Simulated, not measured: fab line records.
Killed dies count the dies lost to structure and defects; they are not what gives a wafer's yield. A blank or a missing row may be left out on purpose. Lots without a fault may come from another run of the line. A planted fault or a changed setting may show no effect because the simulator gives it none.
fab line records	flow nandHarc
record: lots: 5	wafers: 15	lastDay: 24
route steps=1159 shown P_M1@288 END@1159
lots that met no fault: taken from a fault-free run of the same line
startH: hours from the record's opening day to when the first of the lot's shown wafers began	waitH: how many hours have passed since the lot's step before this one	" same as the row above	L1.1+2: a row that stands for several wafers	- no value, or no start was given	* or withheld: withheld	< > ~ a bound
route shown NAME@n: a module of which the file shows steps, and the number in the route of the first	usual: average and standard deviation across the fault-free wafers	same: alike in all rows	chamber/n: place in a boat	sites: each site's reading	_std_site: the values' standard deviation	_edge_site: outer sites' mean less inner sites'	radiusMm: for every site, how far away it sits from the centre of the wafer	mask NAME#n: copy n	behind: the last tool/chamber to shape the wafer	hold: what put the lot on hold/how long, in hours/how the hold closed	device: the n, p or np transistor that did not switch	end of line: tests of these same wafers at the route's end	where a step has no rows: the recipe by itself	killed: dies that structure and defects cost at the first sort, which is not the same as the wafer's yield	map: the dies of a wafer, with x for killed, . for not killed, _ for no die there
set.NAME: the setting as run; set.NAME@STEP: as run at that earlier step	model.NAME: the simulator's own value behind a step, which no gauge read
lots at some steps of the route; a table a step, a row a wafer
services: a tool's chamber out of use, with start hour (startH, from the record's first day; less than 0 if before it), hours out, and reason
== steps ==
step: NHARC_P_M1_COAT_34
recipe: tempC: 200	timeS: 65
step: NHARC_P_M1_COAT_03
recipe: spinRpm: 1500	resistThkNm: 90
step: NHARC_P_M1_SOFTBAKE_04
recipe: tempC: 105	timeS: 55
step: NHARC_P_M1_EBR_05
step: NHARC_P_M1_EXPOSE_06
recipe: na: 1.35	targetCdNm: 130	doseMj: 81.88	maskId: P_M1
step: NHARC_P_M1_PEB_07
recipe: pebTempC: 100	pebTimeS: 65
step: NHARC_P_M1_DEVELOP_08
recipe: developTimeS: 35	devTempC: 23
step: NHARC_P_M1_CD_MEAS_09
recipe: targetCdNm: 130	landingEnergyEv: 500
usual: cdNm: 130.0/0.63
lot.wafer	tool	chamber	startH	waitH	cdNm
L344.2	cdSem-02	0	148.58	-	129.0
L344.3	"	0	"	"	130.0
L344.4	"	0	"	"	130.1
L358.1	cdSem-02	0	220.43	-	129.5
L358.4	"	0	"	"	129.7
L358.5	"	0	"	"	130.2
L360.1	cdSem-03	0	234.73	-	130.5
L360.2	"	0	"	"	130.3
L360.4	"	0	"	"	129.4
L362.1	cdSem-02	0	238.64	-	130.1
L362.2	"	0	"	"	130.3
L362.4	"	0	"	"	130.1
L361.3	cdSem-01	0	239.22	-	130.0
L361.4	"	0	"	"	129.7
L361.5	"	0	"	"	130.4
step: NHARC_P_M1_OVL_MEAS_10
recipe: pitchNm: 260
usual: overlayXNm: -0.2/0.87	overlayYNm: 0.1/0.88
lot.wafer	tool	chamber	startH	waitH	overlayXNm	overlayYNm
L344.2	overlay-02	-	148.66	-	1.2	-0.7
L344.3	"	-	"	"	1.9	-0.2
L344.4	"	-	"	"	1.9	-0.4
L358.1	overlay-01	-	220.52	-	0.6	-0.5
L358.4	"	-	"	"	0.4	-0.7
L358.5	"	-	"	"	0.6	-0.6
L360.1	overlay-01	-	234.82	-	0.2	-0.4
L360.2	"	-	"	"	0.1	-1.0
L360.4	"	-	"	"	0.0	-0.9
L362.1	overlay-02	-	238.73	-	-0.3	1.2
L362.2	"	-	"	"	-0.9	0.9
L362.4	"	-	"	"	-0.8	0.9
L361.3	overlay-01	-	239.30	-	-0.7	-0.5
L361.4	"	-	"	"	-1.1	-1.5
L361.5	"	-	"	"	-0.6	-1.2
step: NHARC_P_M1_INSPECT_11
usual: rawDefectCount: 3.5/2
lot.wafer	tool	chamber	startH	waitH	rawDefectCount
L344.2	defectInspect-01	-	148.70	0.0	7
L344.3	"	-	"	"	5
L344.4	"	-	"	"	3
L358.1	defectInspect-02	-	220.55	0.0	5
L358.4	"	-	"	"	2
L358.5	"	-	"	"	3
L360.1	defectInspect-01	-	234.86	0.0	2
L360.2	"	-	"	"	5
L360.4	"	-	"	"	4
L362.1	defectInspect-01	-	238.77	0.0	3
L362.2	"	-	"	"	4
L362.4	"	-	"	"	5
L361.3	defectInspect-01	-	239.34	0.0	0
L361.4	"	-	"	"	3
L361.5	"	-	"	"	1
step: NHARC_P_M1_DESCUM_14
recipe: timeS: 3	o2FlowSccm: 200	arFlowSccm: 0	biasPowerW: 0	chemistry: O2
usual: drypumpMotorCurrentA: 5.7/0.5	o2FlowSccm: 200.0/0.6	oesProductAu: 1.004/0.0085	rfVppV: 57.8/0.94	showerheadPlenumPTorr: 1.94/0.1	throttleValvePct: 11.310/0.0098
lot.wafer	tool	chamber	startH	waitH	drypumpMotorCurrentA	o2FlowSccm	oesProductAu	rfHoursCounterH	rfVppV	showerheadPlenumPTorr	throttleValvePct
L344.2	rieDiel-07	1	148.76	0.1	4.9	200.0	0.997	6	56.9	1.94	11.306
L344.4	"	2	"	"	5.7	200.3	0.994	6	58.1	1.96	11.295
L344.3	"	0	"	"	5.7	199.6	1.027	6	58.5	1.95	11.305
L358.1	rieDiel-07	2	220.62	0.1	5.7	200.3	1.006	10	57.3	1.95	11.325
L358.4	"	3	"	"	6.2	200.0	1.005	10	57.0	1.79	11.311
L358.5	"	2	"	"	5.7	200.0	1.004	-	57.8	1.95	11.302
L360.4	rieDiel-10	1	234.92	0.1	5.5	199.7	0.987	1	57.0	1.84	11.316
L360.1	"	2	"	"	5.3	200.4	1.019	1	59.2	2.04	11.315
L360.2	"	0	"	"	5.2	199.5	1.021	1	56.7	1.81	11.295
L362.1	rieDiel-12	1	238.83	0.1	6.2	199.9	1.005	2	57.8	2.05	11.328
L362.4	"	2	"	"	5.8	199.9	0.997	3	57.8	2.07	11.323
L362.2	"	0	"	"	6.5	200.0	1.001	2	58.2	2.06	11.309
L361.3	rieDiel-12	1	239.40	0.1	6.3	201.1	0.989	2	60.0	2.05	11.314
L361.4	"	2	"	"	5.8	200.7	0.993	3	57.7	2.07	11.315
L361.5	"	0	"	"	6.5	200.1	1.008	-	57.8	2.06	11.301
step: NHARC_P_M1_ETCH_35
recipe: targetDepthA: 400	overetchA: 120	timeS: 43.94	ionEnergyEv: 200	n2FlowSccm: 150	h2FlowSccm: 150	arFlowSccm: 0	rfW: 400	biasW: 150	chemistry: N2/H2
usual: drypumpMotorCurrentA: 5.7/0.49	oesProductAu: 1.003/0.0091	rfVppV: 431/3.2	runLengthS: 65.3/0.33	showerheadPlenumPTorr: 2.07/0.11	throttleValvePct: 14.170/0.0082
lot.wafer	tool	chamber	startH	waitH	drypumpMotorCurrentA	oesProductAu	rfHoursCounterH	rfVppV	runLengthS	showerheadPlenumPTorr	throttleValvePct
L344.3	rieDiel-07	2	148.84	0.1	5.7	0.998	6	433	65.7	2.08	14.169
L344.2	"	3	"	"	6.3	0.987	6	428	65.1	1.91	14.163
L344.4	"	1	"	"	4.9	1.000	6	432	65.2	2.07	14.161
L358.1	rieDiel-07	3	220.71	0.1	6.3	0.993	10	427	65.1	1.91	14.173
L358.4	"	1	"	"	4.9	1.008	9	432	65.1	2.07	14.172
L358.5	"	3	"	"	6.3	1.008	-	426	65.4	1.91	14.178
L360.4	rieDiel-10	3	235.00	0.1	5.9	1.021	1	431	65.7	2.07	14.153
L360.2	"	1	"	"	5.5	1.003	1	430	64.7	1.97	14.163
L360.1	"	2	"	"	5.3	1.012	1	435	65.4	2.18	14.160
L362.4	rieDiel-12	2	238.91	0.1	5.8	0.999	3	435	64.5	2.21	14.159
L362.1	"	3	"	"	5.0	0.991	2	427	65.2	1.94	14.163
L362.2	"	1	"	"	6.3	0.998	2	435	65.8	2.19	14.168
L361.4	rieDiel-12	3	239.48	0.1	5.0	1.009	3	429	65.5	1.94	14.165
L361.3	"	1	"	"	6.3	1.008	2	435	65.3	2.19	14.164
L361.5	"	3	"	"	5.0	0.998	-	427	65.4	1.94	14.181
step: NHARC_P_M1_ETCH_15
recipe: targetDepthA: 1825	timeS: 91.2	c4f8FlowSccm: withheld	arFlowSccm: 400	rfW: 600	biasW: 300	chemistry: C4F8/Ar
usual: oesProductAu: 0.958/0.022	rfVppV: 442/3.3	runLengthS: 112.5/0.35
lot.wafer	tool	chamber	startH	waitH	oesProductAu	rfHoursCounterH	rfVppV	runLengthS
L344.4	rieDiel-07	3	148.94	-	0.980	6	436	112.2
L344.3	"	0	"	"	0.988	6	442	112.9
L344.2	"	1	"	"	0.957	6	442	112.5
L358.1	rieDiel-07	2	220.80	-	0.960	10	443	113.0
L358.4	"	0	"	"	0.978	10	441	103.0
L358.5	"	2	"	"	0.965	-	443	113.0
L360.4	rieDiel-10	3	235.09	-	0.937	1	439	113.0
L360.1	"	0	"	"	0.934	1	437	112.3
L360.2	"	2	"	"	0.933	1	445	112.3
L362.1	rieDiel-12	1	239.00	-	0.947	2	444	112.2
L362.4	"	2	"	"	0.956	3	446	112.4
L362.2	"	3	"	"	0.957	2	436	112.6
L361.4	rieDiel-12	0	239.59	-	0.963	2	446	112.4
L361.3	"	1	"	"	0.957	2	446	112.2
L361.5	"	3	"	"	0.968	-	438	112.7
step: NHARC_P_M1_CD_MEAS_16
usual: cdNm: 129.8/0.86
lot.wafer	tool	chamber	startH	waitH	cdNm
L344.2	cdSem-03	-	149.07	-	127.9
L344.3	"	-	"	"	130.6
L344.4	"	-	"	"	129.9
L358.1	cdSem-01	-	220.92	-	129.5
L358.4	"	-	"	"	129.4
L358.5	"	-	"	"	129.9
L360.1	cdSem-03	-	235.22	-	130.1
L360.2	"	-	"	"	130.4
L360.4	"	-	"	"	129.0
L362.1	cdSem-03	-	239.14	-	130.1
L362.2	"	-	"	"	130.7
L362.4	"	-	"	"	130.1
L361.3	cdSem-02	-	239.71	-	129.6
L361.4	"	-	"	"	129.0
L361.5	"	-	"	"	129.8
step: NHARC_END_SORT_01
recipe: tempC: 25
usual: defectLimitedYield: 95.3/1.7	killedAtArray: 28/11	killedAtOther: 0.5/0.85	killedAtPeriphery: 2.7/1.9	killedDies: 32/12	killedOpen: 3.3/1.6	killedShort: 2.1/1.5	sort_bin_2_pct: 1.5/0.71	sort_bin_3_pct: 0.25/0.23	sort_bin_4_pct: 3.0/1.1	sortNPass: 645/12	sortRimYieldPct: 95/3.1	sortYieldPct: 95.3/1.7
same: grossDies: 677	sort_bin_5_pct[%]: 0	sort_bin_6_pct[%]: 0	sort_bin_7_pct[%]: 0	sort_bin_8_pct[%]: 0	sortRimNGross: 106.00
lot.wafer	tool	chamber	startH	waitH	defectLimitedYield[%]	killedAtArray	killedAtOther	killedAtPeriphery	killedDies	killedOpen	killedShort	sort_bin_2_pct[%]	sort_bin_3_pct[%]	sort_bin_4_pct[%]	sortNPass	sortRimYieldPct[%]	sortYieldPct[%]
L344.2	prober-01	0	481.33	2.8	96.5	20	0	4	24	3	0	0.4	0.15	3.0	653	92	96.5
L344.3	prober-01	0	482.13	3.1	96.2	25	0	1	26	3	2	1.0	0.15	2.7	651	93	96.2
L344.4	prober-01	0	482.93	3.4	95.7	23	1	5	29	4	4	0.7	0.44	3.1	648	94	95.7
L358.1	prober-02	0	556.11	2.5	95.9	24	0	4	28	1	1	1.0	0.15	3.0	649	95	95.9
L358.4	prober-02	0	558.51	3.4	92.0	31	0	23	54	3	1	5.3	0	2.7	623	84	92.0
L358.5	prober-02	0	559.31	3.7	96.3	24	0	1	25	4	2	1.5	0.15	2.1	652	96	96.3
L361.3	prober-01	0	565.63	3.1	94.2	34	2	3	39	7	1	1.9	0.44	3.4	638	91	94.2
L361.4	prober-01	0	566.44	3.4	92.9	45	1	2	48	1	6	2.5	0.89	3.7	629	92	92.9
L361.5	prober-01	0	567.25	3.7	93.8	38	1	3	42	2	4	1.9	0.30	4.0	635	89	93.8
L360.1	prober-02	0	571.73	2.5	93.1	45	0	2	47	3	4	1.9	0.30	4.7	630	91	93.1
L360.2	prober-02	0	572.54	2.8	93.4	43	0	2	45	2	2	2.7	0.30	3.7	632	91	93.4
L360.4	prober-02	0	574.16	3.4	93.1	45	0	2	47	3	5	2.2	0.74	4.0	630	92	93.1
killed by level:class
L344.2 A_CHANNEL_HOLE_D1:chamberFilmFlake=10 A_BLC:chamberFilmFlake=5 P_M0:chamberFilmFlake=2 A_CONTACT:chamberFilmFlake=2 P_GATE:geometricParticle:open=1 A_CHANNEL_FILL_D1:geometricParticle:open=1 A_BLC:geometricParticle:open=1 P_STI:chamberFilmFlake=1
L344.3 A_CHANNEL_HOLE_D1:chamberFilmFlake=15 A_BLC:chamberFilmFlake=4 P_M2:geometricParticle:open=1 A_CHANNEL_HOLE_D1:geometricParticle:open=1 A_CHANNEL_FILL_D1:geometricParticle:open=1 A_WL_FILL:geometricParticle:short=1 A_CONTACT:geometricParticle:short=1 A_STAIRCASE:chamberFilmFlake=1
L344.4 A_CHANNEL_HOLE_D1:chamberFilmFlake=10 A_CONTACT:chamberFilmFlake=5 A_CONTACT:geometricParticle:open=3 P_CONTACT:geometricParticle:short=2 A_BLC:chamberFilmFlake=2 A_ONON_D1:geometricParticle:open=1 A_WL_FILL:geometricParticle:short=1 A_CONTACT:geometricParticle:short=1
L358.1 A_SLIT:chamberFilmFlake=12 A_CONTACT:chamberFilmFlake=5 A_CHANNEL_HOLE_D1:chamberFilmFlake=4 P_GATE:chamberFilmFlake=2 A_ONON_D1:geometricParticle:short=1 A_M0:geometricParticle:open=1 P_ZERO_WELL:chamberFilmFlake=1 P_M1:chamberFilmFlake=1
L358.4 P_M1:areaEtch=20 A_SLIT:chamberFilmFlake=13 A_CHANNEL_HOLE_D1:chamberFilmFlake=8 A_CONTACT:chamberFilmFlake=4 P_CONTACT:geometricParticle:open=2 A_STAIRCASE:chamberFilmFlake=2 A_WL_FILL:chamberFilmFlake=2 A_SOURCE_PLATE:geometricParticle:open=1
L358.5 A_SLIT:chamberFilmFlake=9 A_CHANNEL_HOLE_D1:chamberFilmFlake=4 A_STAIRCASE:chamberFilmFlake=4 P_M0:geometricParticle:open=1 A_SOURCE_PLATE:geometricParticle:open=1 A_CHANNEL_HOLE_D1:geometricParticle:short=1 A_SGD_CUT:geometricParticle:short=1 A_WL_FILL:geometricParticle:open=1
L361.3 A_CHANNEL_HOLE_D1:chamberFilmFlake=15 A_SLIT:chamberFilmFlake=11 A_ONON_D1:geometricParticle:open=3 A_CONTACT:geometricParticle:open=2 P_BONDPAD:chamberFilmFlake=2 P_M0:geometricParticle:open=1 A_CHANNEL_FILL_D1:geometricParticle:short=1 STARTING-WAFER:geometricParticle:open=1
L361.4 A_CHANNEL_HOLE_D1:chamberFilmFlake=17 A_SLIT:chamberFilmFlake=15 A_CONTACT:chamberFilmFlake=3 A_WL_FILL:geometricParticle:short=2 A_STAIRCASE:chamberFilmFlake=2 A_SGD_CUT:chamberFilmFlake=2 P_CONTACT:geometricParticle:short=1 A_ONON_D1:geometricParticle:short=1
L361.5 A_SLIT:chamberFilmFlake=15 A_CHANNEL_HOLE_D1:chamberFilmFlake=12 A_STAIRCASE:chamberFilmFlake=4 P_M0:geometricParticle:short=2 A_CONTACT:chamberFilmFlake=2 A_CHANNEL_HOLE_D1:geometricParticle:short=1 A_CHANNEL_FILL_D1:geometricParticle:open=1 A_SGD_CUT:geometricParticle:short=1
L360.1 A_CHANNEL_HOLE_D1:chamberFilmFlake=16 A_SLIT:chamberFilmFlake=15 A_CONTACT:chamberFilmFlake=4 A_WL_FILL:geometricParticle:short=3 A_STAIRCASE:chamberFilmFlake=3 P_ZERO_WELL:chamberFilmFlake=2 A_ONON_D1:geometricParticle:open=1 A_CHANNEL_HOLE_D1:geometricParticle:short=1
L360.2 A_SLIT:chamberFilmFlake=21 A_CHANNEL_HOLE_D1:chamberFilmFlake=13 A_STAIRCASE:chamberFilmFlake=3 A_CONTACT:chamberFilmFlake=3 P_CONTACT:geometricParticle:open=1 A_ONON_D1:geometricParticle:short=1 A_CHANNEL_FILL_D1:geometricParticle:short=1 A_CONTACT:geometricParticle:open=1
L360.4 A_CHANNEL_HOLE_D1:chamberFilmFlake=20 A_SLIT:chamberFilmFlake=13 A_WL_FILL:geometricParticle:short=3 A_STAIRCASE:chamberFilmFlake=3 A_CONTACT:chamberFilmFlake=2 P_STI:geometricParticle:short=1 P_M1:geometricParticle:open=1 A_SGD_CUT:geometricParticle:short=1
map L358.4 (x killed, . not)
____________.____________
_________....x.x_________
_______xx..xx..x.x_______
______x.x...x...x..______
_____.........x....x_____
____.................____
____...............x.____
___.x.............x..x___
___............x......___
__.....................__
__.....................__
_x..x..................._
_x.x.................x.._
_x.x..x................._
_xx...x...............x._
_xxx...................._
xxxx..................x..
xx.xx......x.x...........
.........................
.x.......................
.........................
_.x....................._
_....x.................._
_...............x......._
_...............x......._
_.................x.x..._
__..x..................__
__.....................__
___..................x___
___...................___
____.................____
____.................____
_____..............._____
______.............______
_______..........._______
_________......._________
____________.____________
map L344.4 (x killed, . not)
____________.____________
_________......._________
_______xx........._______
______.xxx..x.x....______
_____...x.x........._____
____.................____
____.x.xx.......x....____
___...................___
___...................___
__.....................__
__.....................__
_................x......_
_......................._
_......................._
_.............x........._
_......................._
.........................
.........................
.........................
x........................
....xx..................x
_......................._
_..............x........_
_..............x........_
_..............x..x....._
_......................._
__.....................__
__...............x.....__
___.....x.............___
___...................___
____....x............____
____.................____
_____..x.........x.._____
______.............______
_______..........._______
_________.x....._________
____________.____________
== services ==
tool	chamber	startH	hours	kind
rieDiel-12	-	131.49	1.0	repair
rieDiel-07	0	133.72	-	clean
rieDiel-07	1	133.72	-	clean
rieDiel-07	2	133.72	-	clean
rieDiel-07	3	133.72	-	clean
rieDiel-12	3	154.76	3.9	repair
rieDiel-12	0	156.40	-	clean
rieDiel-12	1	156.40	-	clean
rieDiel-12	2	156.40	-	clean
rieDiel-07	0	158.22	-	clean
rieDiel-07	1	158.22	-	clean
rieDiel-07	2	158.22	-	clean
rieDiel-07	3	158.22	-	clean
rieDiel-07	1	161.81	8.7	repair
rieDiel-10	-	176.50	9.0	pm
rieDiel-12	0	180.92	-	clean
rieDiel-12	1	180.92	-	clean
rieDiel-12	2	180.92	-	clean
rieDiel-12	3	180.92	-	clean
rieDiel-07	0	182.72	-	clean
rieDiel-12	1	187.26	6.5	repair
rieDiel-10	2	194.80	4.1	repair
rieDiel-12	-	202.40	9.0	pm
rieDiel-07	-	228.20	9.0	pm
== key ==
firstSign: step: NHARC_P_M1_ETCH_15	reading: runLengthS	direction: down	sigmas: 27	usual: *	struck: *
effect: step: NHARC_END_SORT_01	reading: killedAtPeriphery	direction: up	sigmas: 11	usual: 2.7	struck: 23
moreKillsBornAt: NHARC_P_M1_ETCH_15@rieDiel-07: 20
metAt NHARC_P_M1_ETCH_15
struckWafers L358.4
onsetBetween 148.94 220.80
fault: kind: processParameterDrift	tool: rieDiel-07	chamber: 0	onsetH: 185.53	steps: NHARC_P_M1_ETCH_15	channel: timeS	offset: *	shape: step	endH: 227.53	actsIn: *	stated: *
